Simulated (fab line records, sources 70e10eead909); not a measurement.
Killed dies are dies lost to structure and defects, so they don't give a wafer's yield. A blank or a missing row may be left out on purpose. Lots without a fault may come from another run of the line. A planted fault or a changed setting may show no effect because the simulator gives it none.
Problem report in the 8D (eight disciplines) form, filled by code | flow nand_harc | the parts of the form that need people (team, actions taken, sign-off) are left out

1. THE PROBLEM
cd_nm at NHARC_A_BLC_CD_MEAS_10 reads a mean of 97.6 nm on 3 wafers of 3 lots; wafers without a fault read 100.2 nm with a standard deviation of 0.56. That is -4.6 standard deviations from the usual mean.
The step: target cd 100 nm.
First seen on wafer L521.5, day 19 19:08, on cd_sem-03. The record holds 31 wafers of 11 lots with a number at this step. Rule for "out", or "out of limits": more than 4 standard deviations from the usual mean. The other wafers with a number count as sound.

2. WHAT IT IS AND WHAT IT IS NOT
question                    | is                     | is not
which readings at this step | cd_nm                  | -
which lots                  | L521, L523, L524       | L519, L522, L525, L530, L531, L535, L537, L538
which wafers of those lots  | L521.5, L523.6, L524.5 | L521.1, L521.4, L523.2, L524.2
read on which gauges        | cd_sem-03              | cd_sem-01, cd_sem-02
when                        | from day 19 19:08      | up to then (5 sound wafers); but 23 sound wafers of L522, L523, L524, L525, L530, L531, L535, L537, L538 came after

3. SUSPECTS, AND WHAT RULES EACH OUT
Counting: a tool at a process step up to the reading stays a suspect if it ran every lot that is out. Sound lots after the first of them don't rule it out here, since some wafers of a struck lot are sound.
- the gauge at NHARC_A_BLC_CD_MEAS_10: kept. All the wafers that are out were read on cd_sem-03, and no step on other tools shows them out.
- arfi_scanner-03 at NHARC_A_BLC_EXPOSE_07 (exposes mask A BLC, target cd 100 nm): kept. It ran every lot that is out, first L521 (day 19 18:59); its last sound lot up to then is L519 (day 19 10:59).
Left after counting: arfi_scanner-03 at NHARC_A_BLC_EXPOSE_07, cd_sem-03 at NHARC_A_BLC_CD_MEAS_10.

4. THE CAUSE (what the simulator had put in)
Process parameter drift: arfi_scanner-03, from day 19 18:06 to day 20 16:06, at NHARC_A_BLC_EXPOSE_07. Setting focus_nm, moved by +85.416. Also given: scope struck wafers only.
Counting left 2 suspects, and this tool is among them.

5. THE CHAIN OF EFFECTS, in route order
Each row: a reading whose mean over the struck wafers that have a number lies more than 3 standard deviations from the usual. Only readings for which the record gives a usual standard deviation are gone through. hours: the time from each lot's start at the first step in this table that gives one to its start at this step, as a median over the lots. sigmas: the change in usual standard deviations.
hours | step                   | reading | usual    | on struck wafers | change | sigmas
0     | NHARC_A_BLC_CD_MEAS_10 | cd_nm   | 100.2 nm | 97.6             | -2.6   | -4.6
Later measuring or inspecting steps at which every struck wafer that the step has a row for has a number for every such reading, and none has moved that far: NHARC_END_SORT_01.

6. WHAT WOULD HAVE CAUGHT IT SOONER
In this record the first reading out of limits at a measuring or inspecting step was taken at day 19 19:08, 1 hour after the fault began at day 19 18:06.
Of the tool readings at NHARC_A_BLC_EXPOSE_07 for which the record gives a usual standard deviation, none was out on any struck wafer, so an alarm limit of 4 standard deviations on them would not have fired.
Of the lots that are out (3), L524, L523 began NHARC_A_BLC_EXPOSE_07 on arfi_scanner-03 after day 19 19:08. A hold on the tool at that time would have spared those 2.
